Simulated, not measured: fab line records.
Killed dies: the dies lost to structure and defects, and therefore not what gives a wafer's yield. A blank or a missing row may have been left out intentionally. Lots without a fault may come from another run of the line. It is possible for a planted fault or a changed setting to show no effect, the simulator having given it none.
fab line records -- flow n5Finfet
record lots=4, wafers=12, lastDay=17
route steps=1938 shown BEOL_M14@1753 BEOL_M15@1773 PASSIVATION@1936
lots that met no fault: taken from a fault-free run of the same line
startH: hours from the record's opening day to when the first of the lot's shown wafers began -- waitH: how many hours have passed since the lot's step before this one -- " as in the row above -- L1.1+2: a single row standing in for several wafers -- - value missing, or start not given -- * or withheld: withheld -- < > ~ a bound
route shown NAME@n: NAME is a module with steps in the file, n the number in the route of the first one -- usual: the fault-free wafers' mean and standard deviation -- same: alike in all rows -- chamber/n: place in a boat -- sites: readings site by site -- _std_site: standard deviation of those values -- _edge_site: inner sites' mean taken away from outer sites' mean -- radiusMm: for every site, how far away it sits from the centre of the wafer -- mask NAME#n: copy n -- behind: the last tool/chamber to shape the wafer -- hold: reason for holding the lot/hours on hold/outcome of the hold -- device: whichever transistor did not switch (one of n, p or np) -- end of line: the route-end tests of the same wafers -- a step with no rows: only its recipe -- killed: not the wafer's yield, but the dies lost to structure and defects at the first sort -- map: a wafer's dies, marking killed ones x, the rest . and places with no die _
set.NAME: the setting that was run; set.NAME@STEP: the one run at that earlier step -- model.NAME: the simulator's own value behind a step, which no gauge read
lots at some steps of the route; a table a step, a row a wafer
services: when a tool's chamber went out of use (startH, in hours from the record's first day, below 0 if earlier), for how many hours, and the reason
## steps
# step N5_BEOL_M14_TRENCH_ETCH_34
# recipe chemistry=C4F8/O2/Ar, target=SiO2, targetDepthA=5566.5, maskMaterial=SOC, heInnerTorr=15, heOuterTorr=30, timeS=126.9, ionEnergyEv=800, pressureMtorr=20, sourceW=1905, biasW=2040, Ar_flow_sccm=400, C4F8_flow_sccm=16, O2_flow_sccm=12
# step N5_BEOL_M14_STRIP_70
# recipe chemistry=C4F8/O2/Ar, resist=SiARC, rfFrequencyHz=6e+07
# step N5_BEOL_M14_STRIP_37
# recipe chemistry=O2, powerW=600, tempC=60, pressureMtorr=30, rfFrequencyHz=6e+07, biasPowerW=0, overashFraction=0.3, o2FlowSccm=225
# step N5_BEOL_M14_ETCH_38
# recipe chemistry=CF4/N2, target=SiCN, targetDepthA=1065, taperDeg=2, timeS=120.6, ionEnergyEv=150, maskMaterial=SiO2, pressureMtorr=40, sourceW=430, biasW=70, Ar_flow_sccm=100, cf4FlowSccm=60, n2FlowSccm=60
# step N5_BEOL_M14_PRECLEAN_39
# recipe chemistry=residueRemover, timeS=60, tempC=40
# step N5_BEOL_M14_SRD_40
# recipe timeS=30, tempC=23, rinseLiquid=diw, dry=n2Spin, spinRpm=1500, dryTimeS=30
# step N5_BEOL_M14_DEGAS_41
# recipe ambient=vacuum, tempC=300, timeS=60
# step N5_BEOL_M14_PRE_CLEAN_42
# recipe gas=H2/He, timeS=30, tempC=300
# step N5_BEOL_M14_SPUTTER_43
# recipe material=TaN, targetThkA=150, tempC=50, biasV=168.6, powerW=15000, chamberPressurePa=0.12, timeS=24.19
# step N5_BEOL_M14_SPUTTER_44
# recipe material=Ta, targetThkA=150, tempC=50, biasV=80, powerW=15000, chamberPressurePa=0.07, timeS=24.19
# step N5_BEOL_M14_SPUTTER_45
# recipe material=Cu, targetThkA=1000, tempC=-20, biasV=60, powerW=26000, chamberPressurePa=0.13, timeS=16.67
# step N5_BEOL_M14_ECD_47
# recipe material=Cu, targetThkA=12480
lot.wafer,tool,chamber,startH,waitH,model.Cu_of_BEOL_M14_ECD_47.thkNm
L376.2,ecdCu-01,0,234.20,0.1,1251
L376.3,ecdCu-01,0,234.20,0.1,1257
L376.5,ecdCu-01,0,234.20,0.1,1242
L380.1,ecdCu-01,1,262.29,0.1,381.2
L380.4,ecdCu-01,0,262.29,0.1,402.4
L380.5,ecdCu-01,0,262.29,0.1,368.8
L381.1,ecdCu-01,1,273.11,0.1,389.2
L381.4,ecdCu-01,1,273.11,0.1,391.2
L381.5,ecdCu-01,1,273.11,0.1,370.4
L397.1,ecdCu-02,0,378.43,0.1,1252
L397.2,ecdCu-02,1,378.43,0.1,1257
L397.3,ecdCu-02,0,378.43,0.1,1249
# step N5_BEOL_M14_ANNEAL_48
# recipe tempC=225, timeS=90, ambient=N2
# step N5_BEOL_M14_CMP_49
# recipe stopOn=SiO2, tOverpolishS=5.2, downForcePsi=2, platenRpm=80, clearingPlatenDownForcePsi=2, clearingPlatenRpm=80, postCmpClean=cuAlkaline, targetThkNm=560, clearingPlatenPadVelocityMS=1.5917, padVelocityMS=1.5917
# usual motorCurrentA=8.1/0.95, retainingRingPressureFrac=1.000/0.0055, timeToEndpointS=126/6.6
lot.wafer,tool,chamber,startH,waitH,motorCurrentA,retainingRingPressureFrac,timeToEndpointS,model.Cu_of_BEOL_M14_ECD_47.thkNm
L376.2,cmp-04,0,234.73,0.2,8.4,1.001,131,571.2
L376.3,cmp-04,1,234.73,0.2,8.4,1.008,131,574.4
L376.5,cmp-04,3,234.73,0.2,8.3,0.995,129,567
L380.4,cmp-03,1,263.66,0.3,7.4,1.004,47,402.4
L380.1,cmp-03,2,263.66,0.3,8.4,1.002,39,381.2
L380.5,cmp-03,3,263.66,0.3,8.0,0.998,31,368.8
L381.4,cmp-03,3,273.67,0.2,7.6,0.997,33,391.2
L381.1,cmp-03,0,273.67,0.2,10.2,1.002,36,389.2
L381.5,cmp-03,2,273.67,0.2,8.1,1.006,37,370.4
L397.2,cmp-03,3,378.95,0.2,7.7,0.996,121,569.2
L397.3,cmp-03,0,378.95,0.2,10.9,1.007,124,541.2
L397.1,cmp-03,1,378.95,0.2,7.2,1.000,139,526.4
# step N5_BEOL_M14_THK_MEAS_50
# recipe thkMeasGauge=xrf, reads=Cu_of_BEOL_M14_ECD_47
# usual M14_THK=578/20
lot.wafer,tool,chamber,startH,waitH,M14_THK[nm]
L376.2,filmMetro-01,-,234.98,-,597
L376.3,filmMetro-01,-,234.98,-,598
L376.5,filmMetro-01,-,234.98,-,591
L380.1,filmMetro-02,-,263.88,-,390
L380.4,filmMetro-02,-,263.88,-,411
L380.5,filmMetro-02,-,263.88,-,379
L381.1,filmMetro-02,-,273.89,-,401
L381.4,filmMetro-02,-,273.89,-,403
L381.5,filmMetro-02,-,273.89,-,382
L397.1,filmMetro-02,-,379.21,-,544
L397.2,filmMetro-02,-,379.21,-,591
L397.3,filmMetro-02,-,379.21,-,560
# step N5_BEOL_M14_PRE_CLEAN_52
# recipe gas=NH3, timeS=15, tempC=withheld, rfPowerW=300
# step N5_BEOL_M14_DEP_53
# recipe material=SiCN, targetThkA=500, tempC=withheld, precursor=3MS/NH3, pressureTorr=3, rfW=675, timeS=17.8
# step N5_BEOL_M14_RS_MEAS_54
# recipe thkMeasGauge=four-point-probe, reads=Cu_of_BEOL_M14_ECD_47+Ta_of_BEOL_M14_SPUTTER_44+TaN_of_BEOL_M14_SPUTTER_43
# usual M14_RS=0.0333/0.0011
lot.wafer,tool,chamber,startH,waitH,M14_RS[ohm/sq]
L376.2,filmMetro-02,-,235.11,0.1,0.0326
L376.3,filmMetro-02,-,235.11,0.1,0.0323
L376.5,filmMetro-02,-,235.11,0.1,0.0327
L380.1,filmMetro-02,-,264.04,0.1,0.0493
L380.4,filmMetro-02,-,264.04,0.1,0.0465
L380.5,filmMetro-02,-,264.04,0.1,0.0510
L381.1,filmMetro-02,-,274.02,0.0,0.0483
L381.4,filmMetro-02,-,274.02,0.0,0.0480
L381.5,filmMetro-02,-,274.02,0.0,0.0508
L397.1,filmMetro-02,-,379.34,0.0,0.0354
L397.2,filmMetro-02,-,379.34,0.0,0.0326
L397.3,filmMetro-02,-,379.34,0.0,0.0343
# step N5_BEOL_M15_ILD_DEP_00
# recipe material=SiO2, targetThkA=16293, tempC=400, precursor=TEOS/O2, pressureTorr=6.5, rfW=900, teosFlowSccm=161.4, gas=O2, flowSccm=2650, timeS=346.1
# step N5_BEOL_M15_COAT_58
# recipe resist=BARC, tempC=205, timeS=60, spinRpm=1500, resistThkNm=89
# step N5_BEOL_M15_COAT_04
# recipe spinRpm=1704, resistThkNm=800
# step N5_BEOL_M15_EBR_06
# recipe solvent=PGMEA, ebrWidthMm=1.5
# step N5_BEOL_M15_SOFTBAKE_05
# recipe tempC=130, timeS=60
# step N5_BEOL_M15_EXPOSE_07
# recipe maskId=V14, na=0.8, sourceShape=annular, sigmaInner=0.5, sigmaOuter=0.8, polarization=unpolarized, attpsmPhaseDeg=180, doseMj=41.25
# step N5_BEOL_M15_PEB_08
# recipe pebTempC=130, pebTimeS=90
# step N5_BEOL_M15_DEVELOP_09
# recipe developTimeS=45, rinseLiquid=diw, dry=airSpin, devTempC=21
# step N5_BEOL_M15_HARDBAKE_14
# recipe tempC=130, timeS=120
# step N5_BEOL_M15_DESCUM_15
# recipe chemistry=O2, timeS=7.9, sourcePowerW=50, biasPowerW=20, pressureMtorr=20, rfFrequencyHz=2.712e+07, tempC=40, o2FlowSccm=225
# step N5_BEOL_M15_ETCH_59
# recipe chemistry=N2/H2, target=BARC, targetDepthA=890, overetchA=267, timeS=67.9, ionEnergyEv=200, pressureMtorr=30, sourceW=840, biasW=150, n2FlowSccm=200, h2FlowSccm=200
# step N5_BEOL_M15_VIA_ETCH_16
# recipe chemistry=C4F8/O2/Ar, target=SiO2, heInnerTorr=15, heOuterTorr=30, targetDepthA=17922, timeS=withheld, ionEnergyEv=800, pressureMtorr=20, sourceW=1905, biasW=2040, Ar_flow_sccm=400, C4F8_flow_sccm=16, O2_flow_sccm=12, ends=cleared
# step N5_BEOL_M15_STRIP_63
# recipe chemistry=O2, powerW=600, tempC=60, pressureMtorr=30, rfFrequencyHz=6e+07, biasPowerW=0, overashFraction=0.3, o2FlowSccm=225
# step N5_BEOL_M15_STRIP_64
# recipe chemistry=O2, powerW=600, tempC=60, pressureMtorr=30, rfFrequencyHz=6e+07, biasPowerW=0, overashFraction=0.3, o2FlowSccm=225
# step N5_BEOL_M15_STRIP_65
# recipe chemistry=postEtchResidueRemover, timeS=60, tempC=25, removerPh=withheld, removerWaterWtPct=withheld, removerFluorideWtPct=withheld
# step N5_BEOL_M15_SRD_66
# recipe timeS=30, tempC=23, rinseLiquid=diw, dry=n2Spin, spinRpm=1500, dryTimeS=30
# step N5_BEOL_M15_COAT_56
# recipe resist=SOC, tempC=250, timeS=60, spinRpm=1500, resistThkNm=550
# step N5_BEOL_M15_RC_MEAS_101
# usual COMB_M10=1.6e-11/3e-12, COMB_M11=1.6e-11/3.2e-12, COMB_M12=7.3e-12/1.3e-12, COMB_M13=5.8e-12/1.1e-12, COMB_M15=3.5e-12/6.2e-13, COMB_M5=3.8e-11/7.7e-12, COMB_M6=2.6e-11/4.8e-12, COMB_M7=2.7e-11/5e-12, COMB_M8=2.7e-11/5.6e-12, COMB_M9=1.6e-11/2.6e-12, SERP_M10=3.05/0.12, SERP_M11=3.04/0.11, SERP_M11_max_site=3.13/0.11, SERP_M12=0.637/0.023, SERP_M13=0.306/0.01, SERP_M13_max_site=0.309/0.01, SERP_M14=0.161/0.0057, SERP_M14_max_site=0.163/0.0058, SERP_M5=38.7/2.1, SERP_M5_max_site=40.2/2.2, SERP_M6=13.7/0.79, SERP_M7=13.9/0.65, SERP_M8=13.9/0.85, SERP_M9=3.08/0.11
lot.wafer,tool,chamber,startH,waitH,COMB_M10[S/m],COMB_M11[S/m],COMB_M12[S/m],COMB_M13[S/m],COMB_M15[S/m],COMB_M5[S/m],COMB_M6[S/m],COMB_M7[S/m],COMB_M8[S/m],COMB_M9[S/m],SERP_M10[ohm/um],SERP_M11[ohm/um],SERP_M11_max_site[ohm/um],SERP_M12[ohm/um],SERP_M13[ohm/um],SERP_M13_max_site[ohm/um],SERP_M14[ohm/um],SERP_M14_max_site[ohm/um],SERP_M5[ohm/um],SERP_M5_max_site[ohm/um],SERP_M6[ohm/um],SERP_M7[ohm/um],SERP_M8[ohm/um],SERP_M9[ohm/um]
L376.2,prober-01,0,241.27,0.2,1.8e-11,1.5e-11,1.08e-11,4.1e-12,3.6e-12,3e-11,2.9e-11,2.9e-11,2.4e-11,1.87e-11,2.95,3.00,3.06,0.644,0.294,0.300,0.155,0.158,41.2,42.6,13.7,13.9,14.4,3.36
L376.3,prober-01,0,241.27,0.2,1.9e-11,1.5e-11,8.7e-12,5.4e-12,4.5e-12,2.6e-11,3.1e-11,2.2e-11,2.9e-11,1.95e-11,2.97,2.91,2.93,0.632,0.314,0.316,0.155,0.156,36.2,37.2,12.8,15.0,13.4,3.22
L376.5,prober-01,0,241.27,0.2,1.3e-11,1.4e-11,8e-12,5.4e-12,3.6e-12,4.2e-11,3.4e-11,2.5e-11,2.1e-11,1.4e-11,3.11,2.99,3.07,0.652,0.316,0.319,0.157,0.159,37.8,39.1,15.0,14.4,13.7,3.27
L380.1,prober-01,0,269.57,0.0,1.5e-11,2.2e-11,6.7e-12,9.2e-12,5.3e-12,5.3e-11,2.7e-11,2.7e-11,2.9e-11,1.5e-11,3.18,3.06,3.07,0.660,0.314,0.315,0.237,0.239,34.1,35.0,13.4,13.7,14.5,3.18
L380.4,prober-01,0,269.57,0.0,3.1e-11,1.5e-11,6.7e-12,6e-12,4.6e-12,4.7e-11,2.7e-11,2.2e-11,3.8e-11,1.49e-11,3.13,2.99,3.10,0.590,0.324,0.327,0.220,0.223,41.2,42.8,12.8,12.8,14.9,3.25
L380.5,prober-01,0,269.57,0.0,1.6e-11,1.9e-11,6.8e-12,6.4e-12,4.7e-12,3.9e-11,2.3e-11,3.1e-11,2.9e-11,1.59e-11,3.09,3.23,3.30,0.659,0.323,0.325,0.237,0.243,37.9,39.5,12.9,13.1,12.3,3.26
L381.1,prober-02,0,281.88,0.0,1.9e-11,2.3e-11,7.7e-12,7.3e-12,3.9e-12,2.7e-11,3.9e-11,2.7e-11,2.8e-11,1.56e-11,3.20,3.04,3.11,0.650,0.311,0.313,0.235,0.239,36.8,38.0,14.8,13.5,14.0,3.07
L381.4,prober-02,0,281.88,0.0,1.4e-11,1.2e-11,8.5e-12,4.1e-12,2.8e-12,3.8e-11,3.3e-11,2.4e-11,3e-11,1.38e-11,3.06,2.80,2.93,0.649,0.314,0.317,0.224,0.225,35.1,36.0,12.9,13.5,15.7,3.10
L381.5,prober-02,0,281.88,0.0,1.9e-11,1.7e-11,9.1e-12,5.8e-12,3e-12,3e-11,2.7e-11,2.9e-11,2.8e-11,1.33e-11,2.93,2.96,2.98,0.597,0.322,0.324,0.242,0.246,38.1,39.2,13.4,13.8,15.2,3.08
L397.1,prober-01,0,386.29,0.0,1.6e-11,1.4e-11,5.9e-12,5.3e-12,4.1e-12,2.7e-11,4.2e-11,3.2e-11,2.3e-11,1.73e-11,2.84,3.01,3.06,0.597,0.290,0.293,0.171,0.172,40.7,42.6,13.1,14.1,12.8,3.08
L397.2,prober-01,0,386.29,0.0,2e-11,1.6e-11,7.3e-12,4e-12,3.5e-12,2.8e-11,1.9e-11,3.2e-11,1.5e-11,1.83e-11,3.13,3.02,3.07,0.620,0.303,0.305,0.154,0.156,36.2,37.8,13.7,13.2,13.4,3.10
L397.3,prober-01,0,386.29,0.0,1.4e-11,1.5e-11,7e-12,6.4e-12,3.7e-12,3.8e-11,3e-11,2.5e-11,2.4e-11,1.74e-11,2.92,2.90,2.92,0.616,0.287,0.289,0.166,0.167,35.7,37.8,14.2,13.9,13.4,3.14
# sites SERP_M14 radiusMm=0,75,75,75,75,140,140,140,140
L376.2 0.154 0.155 0.156 0.154 0.156 0.155 0.158 0.157 0.155
L380.1 0.239 0.236 0.234 0.238 0.236 0.239 0.236 0.239 0.237
L381.1 0.235 0.239 0.236 0.235 0.236 0.234 0.234 0.237 0.231
L397.1 0.168 0.170 0.172 0.171 0.169 0.170 0.171 0.171 0.171
# step N5_PASSIVATION_PROBE_49
# usual defectLimitedYield=91.3/1.5, killed_at_M0_to_M3=33/12, killed_at_M4_up=15/5.2, killedAtContacts=12/5.1, killedAtFrontEnd=39/11, killedAtOther=5/3.6, killedDies=103/18, killedOpen=67/13, killedShort=33/7.8, sort_bin_5_function=5.1/0.96, sort_bin_6_memory=3.2/0.71, sort_bin_8_speed=0.01/0.063, sortNPass=1077/18
# same grossDies=1180, killedAtBackSide=0, sort_bin_4_leakage[%]=0
lot.wafer,tool,chamber,startH,waitH,defectLimitedYield[%],killed_at_M0_to_M3,killed_at_M4_up,killedAtContacts,killedAtFrontEnd,killedAtOther,killedDies,killedOpen,killedShort,sort_bin_5_function[%],sort_bin_6_memory[%],sort_bin_8_speed[%],sortNPass
L376.2,prober-02,-,254.16,0.1,91.5,46,15,4,34,1,100,74,26,5.5,2.6,0,1080
L376.3,prober-02,-,254.21,0.1,91.4,47,18,12,25,0,102,62,39,5.4,3.1,0,1078
L376.5,prober-02,-,254.31,0.2,90.9,26,32,12,35,2,107,85,21,5.8,3.1,0,1073
L380.1,prober-01,-,286.46,0.0,89.6,60,14,7,38,4,123,81,37,6.5,3.4,0.25,1057
L380.4,prober-01,-,286.61,0.2,91.6,33,10,1,44,11,99,55,44,4.9,2.9,0,1081
L380.5,prober-01,-,286.66,0.2,90.2,44,12,11,42,7,116,72,36,5.9,3.1,0.42,1064
L381.1,prober-02,-,297.85,0.0,88.5,60,21,7,34,14,136,87,47,6.6,4.4,0.17,1044
L381.4,prober-02,-,298.00,0.2,90.8,32,8,17,42,10,109,62,37,5.3,3.3,0,1071
L381.5,prober-02,-,298.05,0.2,91.6,31,14,14,29,11,99,69,26,4.9,3.1,0.25,1081
L397.1,prober-01,-,400.87,0.0,90.2,37,12,13,51,3,116,72,40,5.8,3.3,0,1064
L397.2,prober-01,-,400.92,0.1,91.3,29,12,14,42,6,103,71,28,5.1,3.1,0,1077
L397.3,prober-01,-,400.97,0.1,92.8,31,4,11,37,2,85,54,28,4.2,2.5,0,1095
# killed by level:class
L376.2 FIN_SAQP:geometricParticle:open=15 BEOL_M2:geometricParticle:open=12 BEOL_M0_SAQP:geometricParticle:open=9 STARTING-WAFER:geometricParticle:open=6 BEOL_M0_SAQP:geometricParticle:short=5 BEOL_M1:geometricParticle:open=5 BEOL_M3:geometricParticle:open=5 FIN_SAQP:geometricParticle:short=4
L376.3 BEOL_M0_SAQP:geometricParticle:short=19 MOL_CONTACT_COAG:geometricParticle:open=9 BEOL_M0_SAQP:geometricParticle:open=9 STI_FIN_REVEAL:geometricParticle:open=7 BEOL_M4:geometricParticle:open=7 BEOL_M2:geometricParticle:open=5 BEOL_M3:geometricParticle:open=5 FIN_SAQP:geometricParticle:open=4
L376.5 FIN_SAQP:geometricParticle:open=12 BEOL_M4:geometricParticle:open=12 BEOL_M5:geometricParticle:open=12 MOL_CONTACT_COAG:geometricParticle:open=10 BEOL_M3:geometricParticle:open=9 BEOL_M2:geometricParticle:open=8 FIN_SAQP:geometricParticle:short=3 FIN_CUT:geometricParticle:open=3
L380.1 BEOL_M2:geometricParticle:open=18 BEOL_M0_SAQP:geometricParticle:short=13 BEOL_M3:geometricParticle:open=11 BEOL_M0_SAQP:geometricParticle:open=10 STI_FIN_REVEAL:geometricParticle:open=7 GATE_CUT:geometricParticle:short=7 FIN_SAQP:geometricParticle:open=5 DUMMY_GATE:geometricParticle:open=5
L380.4 BEOL_M1:geometricParticle:open=13 GATE_CUT:geometricParticle:short=9 DUMMY_GATE:geometricParticle:open=6 GATE_CUT:geometricParticle:open=6 FIN_SAQP:geometricParticle:short=5 STI_FIN_REVEAL:geometricParticle:open=5 ILD0:geometricParticle:short=5 BEOL_M1:geometricParticle:short=5
L380.5 BEOL_M2:geometricParticle:open=17 MOL_CONTACT_COAG:geometricParticle:open=9 STI_FIN_REVEAL:geometricParticle:open=9 GATE_CUT:geometricParticle:open=7 GATE_CUT:geometricParticle:short=7 BEOL_M1:geometricParticle:open=7 BEOL_M0_SAQP:geometricParticle:open=6 BEOL_M0_SAQP:geometricParticle:short=5
L381.1 BEOL_M0_SAQP:geometricParticle:short=12 BEOL_M2:geometricParticle:open=11 BEOL_M1:geometricParticle:open=10 STI_FIN_REVEAL:geometricParticle:open=8 BEOL_M3:geometricParticle:open=8 BEOL_M4:geometricParticle:open=7 FIN_SAQP:geometricParticle:open=6 PASS1_CAP:geometricParticle:short=6
L381.4 MOL_CONTACT_COAG:geometricParticle:open=13 BEOL_M2:geometricParticle:open=10 FIN_SAQP:geometricParticle:short=9 HKMG_FIN:areaEtch=8 BEOL_M1:geometricParticle:short=6 ILD0:geometricParticle:open=5 BEOL_M1:geometricParticle:open=5 ILD0:geometricParticle:short=4
L381.5 MOL_CONTACT_COAG:geometricParticle:open=10 BEOL_M2:geometricParticle:open=8 FIN_SAQP:geometricParticle:open=6 FIN_SAQP:geometricParticle:short=6 BEOL_M1:geometricParticle:open=6 BEOL_M3:geometricParticle:open=6 STI_FIN_REVEAL:geometricParticle:open=5 BEOL_M4:geometricParticle:open=5
L397.1 STI_FIN_REVEAL:geometricParticle:open=12 FIN_SAQP:geometricParticle:short=11 BEOL_M3:geometricParticle:open=11 MOL_CONTACT_COAG:geometricParticle:open=9 STI_FIN_REVEAL:geometricParticle:short=6 BEOL_M0_SAQP:geometricParticle:open=6 FIN_SAQP:geometricParticle:open=5 BEOL_M0_SAQP:geometricParticle:short=5
L397.2 STI_FIN_REVEAL:geometricParticle:open=13 MOL_CONTACT_COAG:geometricParticle:open=11 BEOL_M0_SAQP:geometricParticle:open=10 FIN_SAQP:geometricParticle:open=7 FIN_SAQP:geometricParticle:short=6 BEOL_M3:geometricParticle:open=6 BEOL_M0_SAQP:geometricParticle:short=5 BEOL_M4:geometricParticle:open=4
L397.3 STI_FIN_REVEAL:geometricParticle:open=12 MOL_CONTACT_COAG:geometricParticle:open=8 BEOL_M0_SAQP:geometricParticle:short=7 FIN_SAQP:geometricParticle:short=6 FIN_SAQP:geometricParticle:open=6 BEOL_M3:geometricParticle:open=5 BEOL_M2:geometricParticle:short=4 DUMMY_GATE:geometricParticle:open=4
## services
tool,chamber,startH,hours,kind
cmp-03,-,220.39,0.8,repair
cmp-04,-,278.83,0.6,repair
cmp-04,-,288.10,4.0,pm
cmp-04,-,292.10,-,consumableReplace:conditioner
cmp-04,-,292.10,-,consumableReplace:pad
cmp-03,-,297.69,2.2,repair
ecdCu-02,-,308.09,0.5,repair
cmp-04,-,370.18,0.7,repair
## key
firstSign step=N5_BEOL_M14_CMP_49, reading=timeToEndpointS, direction=down, sigmas=13, usual=*, struck=*
effect step=N5_BEOL_M14_THK_MEAS_50, reading=M14_THK, direction=down, sigmas=9.3, usual=578, struck=394
effect step=N5_BEOL_M14_RS_MEAS_54, reading=M14_RS, direction=up, sigmas=14, usual=0.0333, struck=0.0490
effect step=N5_BEOL_M15_RC_MEAS_101, reading=SERP_M14, direction=up, sigmas=13, usual=0.161, struck=0.233
effect step=N5_PASSIVATION_PROBE_49, reading=sort_bin_8_speed, direction=up, sigmas=2.1, usual=0.01, struck=0.18, wafersMoved=4
modelEffect step=N5_BEOL_M14_ECD_47, value=Cu_of_BEOL_M14_ECD_47.thkNm, without=1251, struck=383.9
modelEffect step=N5_BEOL_M14_CMP_49, value=Cu_of_BEOL_M14_ECD_47.thkNm, without=540, struck=383.9
metAt N5_BEOL_M14_ECD_47
struckWafers L380.1,L380.4,L380.5,L381.1,L381.4,L381.5
onsetBetween 234.20 262.29
fault kind=processParameterDrift, tool=ecdCu-01, chamber=-, onsetH=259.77, steps=N5_BEOL_M14_ECD_47, channel=targetThkA, offset=*, shape=step, endH=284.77, actsIn=*, stated=*
